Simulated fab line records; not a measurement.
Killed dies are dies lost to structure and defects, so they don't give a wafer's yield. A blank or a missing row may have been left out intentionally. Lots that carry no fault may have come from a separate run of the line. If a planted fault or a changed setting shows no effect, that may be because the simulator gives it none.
Matching of chambers | flow n5_finfet | 4 sister chambers for N5_BEOL_M2_ETCH_63 on rie_diel-03
The step etches SiARC in CF4, target depth 15.6 nm, time 26 s. 14 wafers are shown with their chamber, then 7 later ones without.

WAFERS, EACH WITH ITS CHAMBER
wafer  | chamber | showerhead_plenum_p_Torr (Torr) | drypump_motor_current_A (A) | throttle_valve_pct (%)
L843.3 | 1       | 2.16                            | 5.6                         | 15.35
L843.4 | 3       | 2.07                            | 5.7                         | 15.22
L843.6 | 3       | 2.07                            | 5.6                         | 15.22
L846.1 | 3       | 2.06                            | 5.7                         | 15.22
L846.4 | 2       | 2.14                            | 5.0                         | 15.52
L846.6 | 2       | 2.14                            | 5.0                         | 15.52
L847.2 | 1       | 2.16                            | 5.6                         | 15.36
L847.5 | 0       | 2.23                            | 5.9                         | 15.54
L847.6 | 3       | 2.06                            | 5.7                         | 15.26
L848.3 | 1       | 2.16                            | 5.7                         | 15.38
L848.4 | 3       | 2.06                            | 5.7                         | 15.23
L848.5 | 3       | 2.06                            | 5.6                         | 15.21
L858.1 | 0       | 2.22                            | 5.9                         | 15.59
L858.2 | 1       | 2.15                            | 5.6                         | 15.44

SIGNATURES (averages over the wafers above)
reading                  | chamber 0 | chamber 1 | chamber 2 | chamber 3 | scatter within a chamber
showerhead_plenum_p_Torr | 2.2250    | 2.1575    | 2.1400    | 2.0633    | 0.00508
drypump_motor_current_A  | 5.900     | 5.625     | 5.000     | 5.667     | 0.0456
throttle_valve_pct       | 15.5650   | 15.3825   | 15.5200   | 15.2267   | 0.0277
Rule: for a wafer and a chamber, the distance is found by dividing, reading by reading, the gap between the wafer's reading and the chamber's mean by the reading's scatter, squaring, summing and taking the root. If the next closest chamber is less than 2 further off than the closest, the wafer can't be placed; otherwise it belongs to the closest. The scatter: take each reading less its chamber's mean, square it, sum over the shown wafers, divide by the number of wafers less the number of chambers, and take the root.

WAFERS WITHOUT THEIR CHAMBER
wafer  | showerhead_plenum_p_Torr (Torr) | drypump_motor_current_A (A) | throttle_valve_pct (%)
L858.5 | 2.15                            | 5.7                         | 15.41
L860.1 | 2.05                            | 5.7                         | 15.29
L860.3 | 2.13                            | 5.0                         | 15.56
L860.4 | 2.15                            | 5.7                         | 15.42
L862.2 | 2.22                            | 5.9                         | 15.61
L862.4 | 2.12                            | 5.0                         | 15.58
L862.5 | 2.22                            | 5.9                         | 15.61

WHICH CHAMBER EACH ONE RAN IN
wafer  | from the rows above | in truth
L858.5 | 1                   | 1
L860.1 | 3                   | 3
L860.3 | 2                   | 2
L860.4 | 1                   | 1
L862.2 | 0                   | 0
L862.4 | 2                   | 2
L862.5 | 0                   | 0
Placed correctly: 7 of 7. Left unplaced by these rows: 0. Placed wrongly: 0.
